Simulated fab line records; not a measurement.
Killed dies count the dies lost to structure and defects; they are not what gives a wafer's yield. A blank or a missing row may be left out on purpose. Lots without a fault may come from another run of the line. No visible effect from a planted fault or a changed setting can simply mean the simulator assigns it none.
Shared-tool check ; flow nandHarc ; 2 lots, 6 wafers sampled

WHAT PROMPTED THE OPENING
On 2 of the 2 lots, a flag is raised at NHARC_END_SORT_01 on the reading sort_bin_2_pct. No-fault wafers: 1.4 %, standard deviation 0.58.
Rule: flag the lot when none of its wafers has a number, or when each of its wafers that has one lies beyond 4 standard deviations from that mean. The rest of the lots are taken to be sound.

lot;measured;on;sort_bin_2_pct (%), wafer by wafer;flag
L629;day 22 08:11;prober-01;97.3 96.8 96.2;FLAGGED
L633;day 23 07:05;prober-01;94.7 94.8 96.3;FLAGGED
On average the flagged lots read 96.0 %, which is +94.6 % against the usual, or +99 or more standard deviations.

TOOL THAT RAN EACH LOT
Before the reading, the record contains 4 process steps out of a 1159-step route. Read each cell as the tool, then ch plus the chambers that the sampled wafers visited, then the start.
lot;flag;NHARC_A_M0_DESCUM_14;NHARC_A_M0_STRIP_18;NHARC_A_M1_DEP_00;NHARC_A_M1_DESCUM_14
L629;FLAGGED;rieDiel-09 ch 0,2,3, day 20 17:16;rieDiel-06 ch 0,1,3, day 20 17:38;pecvd-02 ch 0,1,2, day 20 20:16;rieDiel-10 ch 0,1,3, day 20 21:19
L633;FLAGGED;rieDiel-05 ch 0,1,2, day 21 10:44;rieDiel-06 ch 2,3, day 21 11:06;pecvd-03 ch 0,1,2, day 21 13:52;rieDiel-10 ch 0,2,3, day 21 14:46
These steps, and what they do:
- NHARC_A_M0_DESCUM_14: chemistry O2, time 3 s.
- NHARC_A_M0_STRIP_18: strips in N2/H2.
- NHARC_A_M1_DEP_00: deposits SiOC, target thk 182.5 nm.
- NHARC_A_M1_DESCUM_14: chemistry O2, time 3 s.
- NHARC_END_SORT_01

FLAGGED OVER TOTAL, TOOL BY TOOL (the gauges that took the reading come last)
step;tool;lots run;flagged;share of the flagged lots;sound lots run after its first flagged lot
NHARC_A_M0_DESCUM_14;rieDiel-05;1;1;some;0
NHARC_A_M0_DESCUM_14;rieDiel-09;1;1;some;0
NHARC_A_M0_STRIP_18;rieDiel-06;2;2;all;0
NHARC_A_M1_DEP_00;pecvd-02;1;1;some;0
NHARC_A_M1_DEP_00;pecvd-03;1;1;some;0
NHARC_A_M1_DESCUM_14;rieDiel-10;2;2;all;0
NHARC_END_SORT_01;prober-01;2;2;all;0

THE TABLE: WHAT IT ALLOWS
rieDiel-06 at NHARC_A_M0_STRIP_18, rieDiel-10 at NHARC_A_M1_DESCUM_14 and prober-01 at NHARC_END_SORT_01: these 3 rows of the table ran every flagged lot.
- rieDiel-06 at NHARC_A_M0_STRIP_18 ran 2 lots, 2 of them flagged. No sound lot ran on it before its first flagged lot in this sample; the start therefore can't be narrowed down.
- rieDiel-10 at NHARC_A_M1_DESCUM_14 ran 2 lots, 2 of them flagged. No sound lot ran on it before its first flagged lot in this sample; the start therefore can't be narrowed down.
- prober-01 at NHARC_END_SORT_01 ran 2 lots, 2 of them flagged. No sound lot ran on it before its first flagged lot in this sample; the start therefore can't be narrowed down.
A lot count leaves these 3 tools indistinguishable: every one of them fits a fault beginning at some hour. More lots, or a look at what each step does to the wafer, might.

WHAT HAD BEEN PUT IN BY THE SIMULATOR
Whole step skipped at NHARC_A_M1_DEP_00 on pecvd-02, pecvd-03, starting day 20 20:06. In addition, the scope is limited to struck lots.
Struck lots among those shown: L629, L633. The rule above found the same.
